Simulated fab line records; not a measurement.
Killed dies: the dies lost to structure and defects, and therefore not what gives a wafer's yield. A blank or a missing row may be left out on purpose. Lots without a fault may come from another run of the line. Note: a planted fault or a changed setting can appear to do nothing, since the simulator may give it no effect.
fab line records | flow n5-finfet
record: lots: 9 wafers: 27 last-day: 17
route steps=1938 shown BEOL_M4@1063 PASSIVATION@1936
lots that met no fault: taken from a fault-free run of the same line
start-h: hours from the record's opening day to when the first of the lot's shown wafers began | wait-h: hours elapsed since this lot's preceding step | " the same as in the row above | L1.1+2: a row that stands for several wafers | - either no value or no given start | * or withheld: withheld | < > ~ a bound
route shown NAME@n: NAME is a module with steps in the file, n the number in the route of the first one | usual: mean and standard deviation over wafers with no fault | same: alike in all rows | chamber/n: place in a boat | sites: readings site by site | _std_site: standard deviation across them | _edge_site: inner sites' mean taken away from outer sites' mean | radius-mm: how far each site lies from the wafer's centre | mask NAME#n: copy n | behind: the last tool/chamber to shape the wafer | hold: the reason the lot was held/the length of the hold in hours/how it ended | device: the transistor (n, p or np) that didn't switch | end of line: tests run on the same wafers once the route is complete | a step given without rows: its recipe and nothing more | killed: count of dies lost to structure and defects at first sort (not the wafer's yield) | map: dies across one wafer; x = killed, . = not, _ = none there
set.NAME: the setting that was run; set.NAME@STEP: the one run at that earlier step | model.NAME: the simulator's own value behind a step, which no gauge read
one table for each step of the route and one row for each wafer, over a sample of lots
services: from which hour (start-h, from the record's first day; less than 0 if before it) a tool's chamber was out of use, for how many hours, and why
== steps ==
step: N5_BEOL_M4_ETCHBACK_99
recipe: chemistry: CHF3 target: SiO2 target-depth-a: 50 time-s: 10.4 source-w: 215 bias-w: 47 Ar_flow_sccm: 200 CHF3_flow_sccm: 12 ion-energy-ev: 100 pressure-mtorr: 30
usual: CHF3_flow_sccm: 12.00/0.036 drypump-motor-current-A: 5.5/0.44 oes_ar_750_au: 0.80/0.088 oes-product-au: 0.80/0.093 rf-vpp-V: 240.7/2 showerhead-plenum-p-Torr: 2.15/0.11 throttle-valve-pct: 17.12/0.21
same: time-s: 10.4
columns lot.wafer tool chamber start-h wait-h CHF3_flow_sccm drypump-motor-current-A oes_ar_750_au oes-product-au rf-hours-counter-h rf-vpp-V showerhead-plenum-p-Torr throttle-valve-pct
L339.1 rie-diel-01 3 171.92 0.2 11.95 5.6 0.94 0.95 4 240.5 2.21 16.96
L339.4 " 0 " " 11.98 5.0 0.70 0.68 225 240.1 2.03 17.12
L339.6 " 3 " " 12.00 5.6 0.93 0.94 - 240.0 2.21 16.97
L341.1 rie-diel-06 3 172.60 0.1 12.01 6.3 0.89 0.91 31 242.9 2.11 16.89
L341.4 " 2 " " 11.96 5.9 0.69 0.69 207 240.1 2.14 17.32
L341.6 " 2 " " 12.02 5.9 0.70 0.69 - 240.1 2.14 17.31
L343.1 rie-diel-02 0 214.91 3.7 11.99 5.9 0.79 0.78 133 243.3 2.25 17.36
L343.3 " 1 " " 11.99 5.4 0.79 0.79 107 241.4 2.26 17.33
L343.4 " 2 " " 11.99 5.4 0.68 0.68 240 244.5 2.12 17.28
L344.2 rie-diel-02 3 218.77 0.9 12.03 5.7 0.73 0.73 209 241.0 2.13 16.90
L344.3 " 0 " " 12.06 5.9 0.79 0.78 135 244.1 2.25 17.35
L344.4 " 1 " " 12.00 5.4 0.79 0.79 109 240.1 2.26 17.33
L350.3 rie-diel-06 3 241.89 2.7 12.02 6.3 0.86 0.87 56 243.1 2.10 16.93
L350.4 " 0 " " 11.96 5.6 0.81 0.81 94 240.8 2.27 17.05
L350.6 " 3 " " 12.02 6.3 0.85 0.87 - 243.3 2.10 16.91
L354.1 rie-diel-06 2 279.21 4.3 11.99 5.9 0.68 0.67 242 241.3 2.13 17.39
L354.2 " 3 " " 12.04 6.3 0.83 0.85 69 243.3 2.10 16.93
L354.3 " 0 " " 12.04 5.6 0.79 0.80 104 241.2 2.26 17.06
L356.1 rie-diel-01 2 283.49 7.2 11.97 4.9 0.71 0.70 218 238.0 1.97 17.37
L356.2 " 3 " " 12.00 5.6 0.84 0.85 45 240.5 2.19 17.04
L356.4 " 1 " " 11.95 5.3 0.74 0.74 168 238.4 2.06 17.31
L358.2 rie-diel-01 0 292.75 3.7 11.97 5.0 0.95 0.96 13 243.2 2.29 16.72
L358.4 " 3 " " 12.03 5.6 0.84 0.85 48 240.3 2.19 17.05
L358.6 " 1 " " 12.01 5.3 0.74 0.75 - 236.7 2.06 17.32
L357.2 rie-diel-01 3 293.46 5.4 11.98 5.6 0.85 0.84 49 241.2 2.19 17.07
L357.5 " 0 " " 11.99 5.0 0.95 0.96 - 242.1 2.29 16.73
L357.6 " 3 " " 12.01 5.5 0.85 0.84 - 240.3 2.19 17.06
step: N5_BEOL_M4_TRENCH_ETCH_37
recipe: chemistry: C4F6/O2 target-depth-a: 555.55 target: SiOC time-s: 29.2 ion-energy-ev: 250 pressure-mtorr: 30 source-w: 355 bias-w: 185 Ar_flow_sccm: 300 C4F6_flow_sccm: 10 O2_flow_sccm: 10
usual: drypump-motor-current-A: 5.5/0.44 oes_ar_750_au: 0.80/0.088 oes-product-au: 0.80/0.092 rf-vpp-V: 665/5.2 showerhead-plenum-p-Torr: 2.85/0.13 throttle-valve-pct: 20.92/0.21
same: time-s: 29.2
columns lot.wafer tool chamber start-h wait-h drypump-motor-current-A oes_ar_750_au oes-product-au rf-hours-counter-h rf-vpp-V showerhead-plenum-p-Torr throttle-valve-pct
L339.1 rie-diel-01 3 - - 5.6 0.94 0.93 4 666 2.92 20.81
L339.4 " 0 " " 5.0 0.70 0.69 225 663 2.69 20.86
L339.6 " 3 " " 5.6 0.94 0.94 - 665 2.92 20.80
L341.1 rie-diel-06 3 - - 6.3 0.90 0.90 31 673 2.79 20.69
L341.4 " 2 " " 5.9 0.70 0.69 207 663 2.83 21.10
L341.6 " 2 " " 5.9 0.70 0.69 - 665 2.83 21.08
L343.1 rie-diel-02 0 - - 5.9 0.79 0.78 134 669 2.97 21.15
L343.3 " 1 " " 5.4 0.78 0.79 107 665 2.98 21.15
L343.4 " 2 " " 5.4 0.69 0.67 240 673 2.80 21.03
L344.2 rie-diel-02 3 - - 5.8 0.73 0.73 209 663 2.82 20.64
L344.3 " 0 " " 5.9 0.79 0.78 135 671 2.97 21.14
L344.4 " 1 " " 5.4 0.79 0.79 109 664 2.98 21.12
L350.3 rie-diel-06 3 - - 6.3 0.86 0.86 56 673 2.78 20.72
L350.4 " 0 " " 5.6 0.80 0.79 94 668 2.99 20.86
L350.6 " 3 " " 6.3 0.85 0.87 - 672 2.78 20.72
L354.1 rie-diel-06 2 - - 5.9 0.68 0.67 242 664 2.82 21.15
L354.2 " 3 " " 6.3 0.84 0.85 69 671 2.78 20.75
L354.3 " 0 " " 5.6 0.78 0.80 104 666 2.99 20.88
L356.1 rie-diel-01 2 - - 4.9 0.71 0.70 218 659 2.61 21.14
L356.2 " 3 " " 5.6 0.85 0.86 45 665 2.90 20.87
L356.4 " 1 " " 5.3 0.74 0.74 168 658 2.73 21.10
L358.2 rie-diel-01 0 - - 5.0 0.95 0.94 13 673 3.02 20.53
L358.4 " 3 " " 5.6 0.85 0.84 48 665 2.90 20.89
L358.6 " 1 " " 5.3 0.74 0.74 - 657 2.73 21.10
L357.2 rie-diel-01 3 - - 5.6 0.84 0.85 49 663 2.90 20.89
L357.5 " 0 " " 5.0 0.95 0.95 - 672 3.02 20.53
L357.6 " 3 " " 5.6 0.83 0.84 - 664 2.90 20.90
step: N5_BEOL_M4_PRE_CLEAN_45
recipe: gas: H2/He time-s: 30 temp-c: 250
usual: heater-power-w: 339/32
same: time-s: 30
columns lot.wafer tool chamber start-h wait-h heater-power-w
L339.1 pvd-sputter-01 - 172.68 0.0 321
L339.4 " - " " 351
L339.6 " - " " 300
L341.1 pvd-sputter-01 - 173.24 0.0 312
L341.4 " - " " 338
L341.6 " - " " 319
L343.1 pvd-sputter-03 - 215.96 0.0 328
L343.3 " - " " 328
L343.4 " - " " 294
L344.2 pvd-sputter-03 - 219.40 0.0 345
L344.3 " - " " 330
L344.4 " - " " 333
L350.3 pvd-sputter-02 - 242.87 0.0 377
L350.4 " - " " 317
L350.6 " - " " 342
L354.1 pvd-sputter-01 - 280.13 0.0 322
L354.2 " - " " 321
L354.3 " - " " 351
L356.1 pvd-sputter-02 - 284.42 0.0 388
L356.2 " - " " 324
L356.4 " - " " 417
L358.2 pvd-sputter-02 - 293.97 0.0 345
L358.4 " - " " 325
L358.6 " - " " 353
L357.2 pvd-sputter-02 - 294.55 0.0 320
L357.5 " - " " 376
L357.6 " - " " 408
step: N5_BEOL_M4_ALD_84
recipe: material: TaN target-thk-a: * temp-c: 275 ald-precursor-family: PDMAT ald-co-reactant: NH3 pressure-torr: 3 carrier-flow-sccm: 1500 pulse-time-s: 2 purge-time-s: 3 co-reactant-purge-time-s: 2 co-reactant-pulse-time-s: 3 ald-cycles: 30 precursor-vessel-temp-c: 75 precursor-vessel-pressure-torr: 26.25 precursor-vessel-carrier-sccm: 1000
usual: ald-cycles: 30/0 heater-power-w: 434/33
same: co-reactant-purge-time-s: 2
columns lot.wafer tool chamber start-h wait-h ald-cycles heater-power-w since-wet-clean-h
L339.1 ald-metal-02 3 172.75 0.0 30 376 4451
L339.4 " 2 " " 30 393 4451
L339.6 " 0 " " 30 465 -
L341.1 ald-metal-04 0 173.30 0.0 30 485 1375
L341.4 " 3 " " 30 419 1375
L341.6 " 2 " " 30 408 -
L343.1 ald-metal-04 3 216.07 0.1 30 429 1417
L343.3 " 0 " " 30 486 1417
L343.4 " 1 " " 30 486 1417
L344.2 ald-metal-04 3 219.46 0.0 30 435 1421
L344.3 " 0 " " 11 490 1421
L344.4 " 1 " " 30 492 1421
L350.3 ald-metal-04 0 242.93 0.0 11 487 1444
L350.4 " 1 " " 30 505 1444
L350.6 " 2 " " 30 406 -
L354.1 ald-metal-02 3 280.19 0.0 30 381 4558
L354.2 " 0 " " 30 449 4558
L354.3 " 1 " " 30 443 4558
L356.1 ald-metal-01 2 284.59 0.1 30 456 3024
L356.2 " 3 " " 30 449 3024
L356.4 " 3 " " 30 431 -
L358.2 ald-metal-04 0 294.03 0.0 30 481 1495
L358.4 " 3 " " 30 430 1495
L358.6 " 3 " " 30 422 -
L357.2 ald-metal-01 3 294.61 0.0 30 434 3034
L357.5 " 1 " " 30 419 -
L357.6 " 3 " " 30 450 -
step: N5_BEOL_M4_RC_MEAS_101
usual: DIBL_N: 36.4/1.5 DIBL_P: 35.8/1.7 IOFF_N: 0.154/0.022 IOFF_P: 0.21/0.031 ION_N: 672/8.8 ION_P: 462/7.2 SS_N: 71.5/0.53 SS_P: 73.2/0.62 VT_N: 250.4/2.5 VT_P: -250/3.5
columns lot.wafer tool chamber start-h wait-h DIBL_N[mV/V] DIBL_P[mV/V] IOFF_N[nA/um] IOFF_P[nA/um] ION_N[uA/um] ION_P[uA/um] SS_N[mV/dec] SS_P[mV/dec] VT_N[mV] VT_P[mV]
L339.1 prober-02 0 176.15 0.0 39.1 37.5 0.180 0.20 663 450 72.1 74.1 247.2 -253
L339.4 " 0 " " 37.0 35.0 0.145 0.17 666 451 71.4 73.2 251.9 -254
L339.6 " 0 " " 38.7 37.1 0.173 0.19 667 459 71.7 73.4 249.3 -253
L341.1 prober-01 0 177.42 0.0 37.4 38.2 0.182 0.22 675 460 72.1 73.6 249.3 -251
L341.4 " 0 " " 35.8 36.6 0.152 0.19 682 459 71.3 73.2 250.6 -253
L341.6 " 0 " " 36.6 37.7 0.165 0.20 667 455 71.5 73.8 246.8 -253
L343.1 prober-02 0 219.74 0.0 35.8 34.9 0.147 0.19 674 461 71.3 73.1 252.0 -252
L343.3 " 0 " " 37.2 35.7 0.163 0.20 664 451 71.9 73.2 250.3 -251
L343.4 " 0 " " 34.5 32.1 0.117 0.15 665 455 70.4 72.1 254.7 -255
L344.2 prober-02 0 223.73 0.2 36.9 35.8 0.173 0.23 685 470 71.2 73.4 246.9 -246
L344.4 " 0 " " 33.3 30.2 0.109 0.15 667 459 70.4 71.5 251.0 -253
L350.4 prober-02 0 246.88 0.5 39.0 38.7 0.187 0.26 681 469 72.3 74.7 247.1 -246
L350.6 " 0 " " 37.7 37.4 0.174 0.23 677 469 71.6 74.1 245.2 -249
L354.1 prober-02 0 285.00 0.0 35.7 34.0 0.140 0.22 665 466 71.0 72.2 254.9 -248
L354.2 " 0 " " 35.2 35.1 0.140 0.23 661 467 71.2 72.9 252.9 -247
L354.3 " 0 " " 36.8 36.5 0.166 0.26 679 473 71.3 73.4 251.1 -244
L356.1 prober-01 0 288.39 0.0 35.8 34.6 0.141 0.18 670 459 71.2 71.9 251.1 -251
L356.2 " 0 " " 36.6 36.0 0.164 0.19 681 462 71.5 72.6 250.5 -250
L356.4 " 0 " " 36.8 36.4 0.162 0.20 674 466 72.1 73.2 250.2 -251
L358.2 prober-02 0 297.51 0.2 36.4 36.2 0.147 0.24 668 468 71.5 73.6 252.1 -247
L358.4 " 0 " " 37.1 37.2 0.164 0.26 676 473 72.2 72.9 247.9 -245
L358.6 " 0 " " 34.9 35.0 0.129 0.23 668 471 71.3 73.0 251.7 -245
L357.2 prober-02 0 298.81 0.2 37.2 35.3 0.141 0.22 680 470 71.4 73.5 252.1 -248
L357.5 " 0 " " 37.7 34.9 0.142 0.21 670 466 72.1 73.7 253.4 -249
L357.6 " 0 " " 37.4 35.7 0.142 0.22 664 467 72.1 73.2 253.2 -247
step: N5_PASSIVATION_PROBE_49
usual: defect-limited-yield: 91.5/1.4 killed_at_M0_to_M3: 32/9.8 killed_at_M4_up: 13/5.3 killed-at-contacts: 13/6.4 killed-at-front-end: 39/10 killed-at-other: 3.1/2.5 killed-dies: 100/17 killed-on-rim: 13/3.9 killed-open: 65/13 killed-short: 33/7.7 sort_bin_4_leakage: 0/0 sort_bin_5_function: 5.0/0.93 sort_bin_6_memory: 3.2/0.69 sort-n-pass: 1080/17 sort-yield-pct: 91.5/1.4
same: gross-dies: 1180 killed-at-back-side: 0 sort_bin_8_speed[%]: 0
columns lot.wafer tool chamber start-h wait-h defect-limited-yield[%] killed_at_M0_to_M3 killed_at_M4_up killed-at-contacts killed-at-front-end killed-at-other killed-dies killed-on-rim killed-open killed-short sort_bin_4_leakage[%] sort_bin_5_function[%] sort_bin_6_memory[%] sort-n-pass sort-yield-pct[%]
L339.1 prober-01 - 280.12 0.0 91.3 30 14 19 37 3 103 12 74 27 0 5.4 3.0 1077 91.3
L339.4 prober-01 - 280.27 0.2 91.6 34 12 18 34 1 99 13 67 32 0 4.9 3.3 1081 91.6
L339.6 prober-01 - 280.37 0.3 90.8 47 13 13 33 3 109 14 73 36 0 5.0 3.8 1071 90.8
L341.1 prober-02 - 289.70 0.0 93.1 16 13 14 37 1 81 12 56 24 0 4.0 2.7 1099 93.1
L341.4 prober-02 - 289.85 0.2 92.9 24 14 4 36 6 84 10 57 26 0 4.0 3.0 1096 92.9
L341.6 prober-02 - 289.95 0.3 93.4 40 4 5 28 1 78 7 41 37 0 4.2 1.9 1102 93.4
L343.1 prober-01 - 324.31 0.0 91.6 34 13 14 34 4 99 11 59 39 0 4.8 3.1 1081 91.6
L343.3 prober-01 - 324.41 0.1 91.4 34 11 14 40 2 101 13 63 36 0 5.4 3.1 1079 91.4
L343.4 prober-01 - 324.46 0.2 91.4 36 20 8 37 1 102 12 64 37 0 5.0 3.4 1078 91.4
L344.2 prober-01 - 325.96 0.1 92.6 38 11 4 34 0 87 11 60 27 0 4.5 2.7 1093 92.6
L344.3 prober-01 - 326.01 0.1 38.1 44 646 8 31 2 731 97 58 41 53.39 4.4 3.5 449 38.1
L344.4 prober-01 - 326.06 0.2 92.4 34 15 3 36 2 90 14 71 18 0 4.1 3.4 1090 92.4
L350.3 prober-02 - 356.52 0.1 38.0 27 654 8 35 8 732 93 56 28 54.92 3.6 3.2 448 38.0
L350.4 prober-02 - 356.57 0.2 91.3 37 12 11 34 9 103 13 65 38 0 5.3 3.3 1077 91.3
L350.6 prober-02 - 356.67 0.3 92.4 36 11 14 23 6 90 8 52 37 0 4.7 2.6 1090 92.4
L354.1 prober-02 - 394.50 0.0 92.7 28 16 18 22 2 86 17 68 17 0 4.9 2.1 1094 92.7
L354.2 prober-02 - 394.55 0.1 88.9 52 9 19 47 4 131 14 86 45 0 5.9 4.9 1049 88.9
L354.3 prober-02 - 394.60 0.1 91.3 28 19 17 36 3 103 13 68 33 0 5.3 2.9 1077 91.3
L356.1 prober-02 - 405.08 0.0 92.7 31 9 9 37 0 86 12 62 24 0 5.1 2.2 1094 92.7
L356.2 prober-02 - 405.13 0.1 94.1 23 11 7 29 0 70 5 45 25 0 3.7 2.0 1110 94.1
L356.4 prober-02 - 405.23 0.2 91.9 24 19 5 46 2 96 12 69 26 0 4.4 3.5 1084 91.9
L358.2 prober-01 - 405.85 0.1 92.9 33 9 15 25 2 84 11 52 32 0 4.6 2.2 1096 92.9
L358.4 prober-01 - 405.95 0.2 93.2 31 5 9 25 10 80 8 41 39 0 3.8 2.5 1100 93.2
L358.6 prober-01 - 406.05 0.3 92.5 31 12 8 28 10 89 16 45 44 0 4.3 2.9 1091 92.5
L357.2 prober-01 - 410.95 0.1 92.1 31 13 9 36 4 93 11 62 31 0 4.6 3.0 1087 92.1
L357.5 prober-01 - 411.10 0.2 91.9 35 12 13 30 5 95 10 64 31 0 5.1 2.5 1085 91.9
L357.6 prober-01 - 411.15 0.3 93.1 24 13 17 27 1 82 9 60 22 0 4.2 2.7 1098 93.1
killed by level:class
L339.1 STI_FIN_REVEAL:geometric-particle:open=18 MOL_CONTACT_COAG:geometric-particle:open=13 BEOL_M0:geometric-particle:open=9 GATE_CUT:geometric-particle:short=5 BEOL_M0_SAQP:geometric-particle:open=5 BEOL_M2:geometric-particle:open=5 BEOL_M4:geometric-particle:open=5 MOL_CONTACT_COAG:geometric-particle:short=4
L339.4 MOL_CONTACT_COAG:geometric-particle:open=12 BEOL_M1:geometric-particle:open=10 FIN_SAQP:geometric-particle:open=6 STI_FIN_REVEAL:geometric-particle:open=6 MOL_CONTACT_COAG:geometric-particle:short=6 GATE_CUT:geometric-particle:short=5 BEOL_M0_SAQP:geometric-particle:short=5 BEOL_M2:geometric-particle:open=5
L339.6 BEOL_M0_SAQP:geometric-particle:open=12 MOL_CONTACT_COAG:geometric-particle:open=11 BEOL_M0_SAQP:geometric-particle:short=10 BEOL_M2:geometric-particle:open=9 STI_FIN_REVEAL:geometric-particle:open=6 BEOL_M0:geometric-particle:open=6 GATE_CUT:geometric-particle:short=5 FIN_SAQP:geometric-particle:open=4
L341.1 STI_FIN_REVEAL:geometric-particle:open=13 MOL_CONTACT_COAG:geometric-particle:open=11 FIN_SAQP:geometric-particle:short=7 BEOL_M5:geometric-particle:open=7 STARTING-WAFER:geometric-particle:open=6 BEOL_M0_SAQP:geometric-particle:open=5 MOL_CONTACT_COAG:geometric-particle:short=3 STARTING-WAFER:geometric-particle:short=3
L341.4 FIN_SAQP:geometric-particle:short=7 FIN_SAQP:geometric-particle:open=7 BEOL_M0_SAQP:geometric-particle:short=5 BEOL_M0_SAQP:geometric-particle:open=5 BEOL_M1:geometric-particle:open=5 BEOL_M2:geometric-particle:open=5 STI_FIN_REVEAL:geometric-particle:open=4 STARTING-WAFER:geometric-particle:open=4
L341.6 FIN_SAQP:geometric-particle:short=15 BEOL_M0_SAQP:geometric-particle:short=11 BEOL_M3:geometric-particle:open=10 FIN_SAQP:geometric-particle:open=6 MOL_CONTACT_COAG:geometric-particle:open=5 BEOL_M0_SAQP:geometric-particle:open=4 BEOL_M3:geometric-particle:short=3 ILD0:geometric-particle:open=3
L343.1 BEOL_M0_SAQP:geometric-particle:short=12 STI_FIN_REVEAL:geometric-particle:open=11 MOL_CONTACT_COAG:geometric-particle:open=9 FIN_SAQP:geometric-particle:open=8 BEOL_M2:geometric-particle:open=6 BEOL_M4:geometric-particle:open=6 FIN_SAQP:geometric-particle:short=5 MOL_CONTACT_COAG:geometric-particle:short=5
L343.3 STI_FIN_REVEAL:geometric-particle:open=11 FIN_SAQP:geometric-particle:short=10 MOL_CONTACT_COAG:geometric-particle:open=10 BEOL_M0_SAQP:geometric-particle:open=9 BEOL_M0_SAQP:geometric-particle:short=8 BEOL_M2:geometric-particle:open=5 FIN_SAQP:geometric-particle:open=4 DUMMY_GATE:geometric-particle:open=4
L343.4 STI_FIN_REVEAL:geometric-particle:open=10 BEOL_M0_SAQP:geometric-particle:short=10 BEOL_M0_SAQP:geometric-particle:open=9 DUMMY_GATE:geometric-particle:open=8 BEOL_M4:geometric-particle:short=7 MOL_CONTACT_COAG:geometric-particle:open=7 FIN_SAQP:geometric-particle:short=5 BEOL_M4:geometric-particle:open=5
L344.2 STI_FIN_REVEAL:geometric-particle:open=9 BEOL_M3:geometric-particle:open=7 BEOL_M0_SAQP:geometric-particle:open=6 DUMMY_GATE:geometric-particle:open=5 GATE_CUT:geometric-particle:open=5 BEOL_M0:geometric-particle:open=5 BEOL_M0_SAQP:geometric-particle:short=4 BEOL_M1:geometric-particle:short=4
L344.3 M4:area-ald=630 STI_FIN_REVEAL:geometric-particle:open=10 BEOL_M0_SAQP:geometric-particle:open=8 BEOL_M0_SAQP:geometric-particle:short=8 BEOL_M1:geometric-particle:short=8 BEOL_M2:geometric-particle:open=8 BEOL_M4:geometric-particle:open=7 BEOL_M3:geometric-particle:open=7
L344.4 STI_FIN_REVEAL:geometric-particle:open=14 BEOL_M2:geometric-particle:open=9 BEOL_M3:geometric-particle:open=8 BEOL_M4:geometric-particle:open=8 BEOL_M0_SAQP:geometric-particle:open=6 ILD0:geometric-particle:open=4 MOL_CONTACT_COAG:geometric-particle:open=3 BEOL_M0:geometric-particle:open=3
L350.3 M4:area-ald=648 FIN_SAQP:geometric-particle:open=8 BEOL_M0_SAQP:geometric-particle:open=8 BEOL_M2:geometric-particle:open=7 MOL_CONTACT_COAG:geometric-particle:open=6 DUMMY_GATE:geometric-particle:open=4 BEOL_M0_SAQP:geometric-particle:short=4 BEOL_M3:geometric-particle:open=4
L350.4 BEOL_M0_SAQP:geometric-particle:short=11 FIN_SAQP:geometric-particle:short=10 MOL_CONTACT_COAG:geometric-particle:open=9 BEOL_M0_SAQP:geometric-particle:open=7 FIN_SAQP:geometric-particle:open=5 BEOL_M3:geometric-particle:open=5 DUMMY_GATE:geometric-particle:open=4 ILD0:geometric-particle:open=4
L350.6 BEOL_M0_SAQP:geometric-particle:short=13 MOL_CONTACT_COAG:geometric-particle:open=8 BEOL_M1:geometric-particle:open=8 BEOL_M4:geometric-particle:open=6 FIN_SAQP:geometric-particle:short=5 MOL_CONTACT_COAG:geometric-particle:short=5 BEOL_M0_SAQP:geometric-particle:open=5 STI_FIN_REVEAL:geometric-particle:open=4
L354.1 MOL_CONTACT_COAG:geometric-particle:open=15 BEOL_M4:geometric-particle:open=10 BEOL_M2:geometric-particle:open=8 BEOL_M1:geometric-particle:open=6 FIN_SAQP:geometric-particle:short=4 FIN_SAQP:geometric-particle:open=4 STI_FIN_REVEAL:geometric-particle:open=4 BEOL_M3:geometric-particle:open=4
L354.2 MOL_CONTACT_COAG:geometric-particle:open=15 BEOL_M2:geometric-particle:open=13 FIN_SAQP:geometric-particle:short=11 FIN_SAQP:geometric-particle:open=10 DUMMY_GATE:geometric-particle:open=9 BEOL_M0_SAQP:geometric-particle:open=9 BEOL_M3:geometric-particle:short=8 BEOL_M3:geometric-particle:open=7
L354.3 MOL_CONTACT_COAG:geometric-particle:open=13 BEOL_M3:geometric-particle:open=12 STI_FIN_REVEAL:geometric-particle:open=9 BEOL_M4:geometric-particle:open=7 BEOL_M5:geometric-particle:open=6 BEOL_M0_SAQP:geometric-particle:short=5 BEOL_M3:geometric-particle:short=5 STARTING-WAFER:geometric-particle:open=5
L356.1 STI_FIN_REVEAL:geometric-particle:open=14 BEOL_M3:geometric-particle:open=9 GATE_CUT:geometric-particle:short=6 MOL_CONTACT_COAG:geometric-particle:open=6 BEOL_M4:geometric-particle:open=6 BEOL_M0:geometric-particle:open=5 BEOL_M1:geometric-particle:open=5 FIN_SAQP:geometric-particle:short=4
L356.2 BEOL_M2:geometric-particle:open=10 GATE_CUT:geometric-particle:open=6 ILD0:geometric-particle:short=5 GATE_CUT:geometric-particle:short=5 MOL_CONTACT_COAG:geometric-particle:open=5 BEOL_M4:geometric-particle:open=5 BEOL_M1:geometric-particle:open=4 FIN_SAQP:geometric-particle:open=3
L356.4 STI_FIN_REVEAL:geometric-particle:open=11 BEOL_M4:geometric-particle:open=11 BEOL_M2:geometric-particle:open=10 FIN_SAQP:geometric-particle:open=9 FIN_SAQP:geometric-particle:short=7 GATE_CUT:geometric-particle:short=6 MOL_CONTACT_COAG:geometric-particle:open=5 BEOL_M3:geometric-particle:open=4
L358.2 BEOL_M0_SAQP:geometric-particle:short=15 MOL_CONTACT_COAG:geometric-particle:open=12 BEOL_M0_SAQP:geometric-particle:open=11 STI_FIN_REVEAL:geometric-particle:open=8 BEOL_M4:geometric-particle:open=5 FIN_SAQP:geometric-particle:short=3 GATE_CUT:geometric-particle:short=3 MOL_CONTACT_COAG:geometric-particle:short=3
L358.4 BEOL_M0_SAQP:geometric-particle:short=12 BEOL_M0_SAQP:geometric-particle:open=11 MOL_CONTACT_COAG:geometric-particle:open=7 FIN_SAQP:geometric-particle:open=6 GATE_CUT:geometric-particle:short=6 FIN_SAQP:geometric-particle:short=3 STI_FIN_REVEAL:geometric-particle:open=3 BEOL_M1:geometric-particle:short=3
L358.6 BEOL_M0_SAQP:geometric-particle:short=12 FIN_SAQP:geometric-particle:short=7 STI_FIN_REVEAL:geometric-particle:open=7 MOL_CONTACT_COAG:geometric-particle:open=6 GATE_CUT:geometric-particle:short=5 BEOL_M0_SAQP:geometric-particle:open=5 BEOL_M4:geometric-particle:short=5 BEOL_M1:geometric-particle:short=4
L357.2 BEOL_M2:geometric-particle:open=9 MOL_CONTACT_COAG:geometric-particle:open=8 BEOL_M4:geometric-particle:open=8 DUMMY_GATE:geometric-particle:open=6 FIN_SAQP:geometric-particle:open=5 STI_FIN_REVEAL:geometric-particle:open=5 BEOL_M1:geometric-particle:open=5 BEOL_M3:geometric-particle:open=5
L357.5 BEOL_M0_SAQP:geometric-particle:open=8 BEOL_M0_SAQP:geometric-particle:short=8 STI_FIN_REVEAL:geometric-particle:open=7 MOL_CONTACT_COAG:geometric-particle:open=7 FIN_SAQP:geometric-particle:open=6 MOL_CONTACT_COAG:geometric-particle:short=6 FIN_SAQP:geometric-particle:short=5 BEOL_M3:geometric-particle:open=5
L357.6 MOL_CONTACT_COAG:geometric-particle:open=13 FIN_SAQP:geometric-particle:open=5 BEOL_M0:geometric-particle:open=5 BEOL_M2:geometric-particle:open=5 STARTING-WAFER:geometric-particle:open=5 STI_FIN_REVEAL:geometric-particle:open=4 MOL_CONTACT_COAG:geometric-particle:short=4 BEOL_M0_SAQP:geometric-particle:open=4
== services ==
columns tool chamber start-h hours kind
rie-diel-06 1 152.17 - clean
rie-diel-06 1 152.17 - consumable-replace:focus-ring
rie-diel-06 1 152.17 - consumable-replace:showerhead
rie-diel-06 1 152.17 15.1 scheduled-down
rie-diel-06 1 152.17 15.1 vent-cycle
rie-diel-02 2 170.33 32.7 repair
rie-diel-01 1 192.44 4.1 repair
pvd-sputter-01 - 194.82 4.9 repair
ald-metal-02 - 196.70 0.3 repair
rie-diel-01 0 237.25 - clean
rie-diel-01 0 237.25 - consumable-replace:focus-ring
rie-diel-01 0 237.25 - consumable-replace:showerhead
rie-diel-01 0 237.25 20.1 scheduled-down
rie-diel-01 0 237.25 20.1 vent-cycle
rie-diel-02 2 237.85 - clean
rie-diel-02 2 237.85 - consumable-replace:focus-ring
rie-diel-02 2 237.85 13.9 scheduled-down
rie-diel-02 2 237.85 13.9 vent-cycle
ald-metal-01 3 241.88 15.3 repair
rie-diel-06 0 243.05 2.5 repair
ald-metal-04 1 261.56 27.0 repair
rie-diel-02 0 263.26 1.9 repair
ald-metal-01 0 279.97 17.2 repair
ald-metal-04 - 282.66 1.0 repair
== key ==
first-sign: step: N5_BEOL_M4_ALD_84 reading: ald-cycles direction: down sigmas: 99+ usual: * struck: *
effect: step: N5_PASSIVATION_PROBE_49 reading: sort_bin_4_leakage direction: up sigmas: 99+ usual: 0 struck: 54.15
more-kills-born-at: N5_BEOL_M4_ALD_84@ald-metal-04: 1278
met-at N5_BEOL_M4_ALD_84
struck-lots L344,L350
struck-wafers L344.3,L350.3
later-rows-left-out L344.3,L350.3
not-acting-at N5_BEOL_M4_ETCHBACK_99,N5_BEOL_M4_TRENCH_ETCH_37,N5_BEOL_M4_PRE_CLEAN_45
onset-between 216.07 219.46
fault: kind: process-parameter-drift tool: ald-metal-04 chamber: - onset-h: 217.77 steps: N5_BEOL_M4_ALD_84 channel: ald-cycles offset: * shape: step end-h: 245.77 scope: struck-wafers-only acts-in: * stated: *
later-rows-left-out: the simulator's readings of these wafers behind a module that went badly wrong aren't trusted and aren't shown, but for the sort
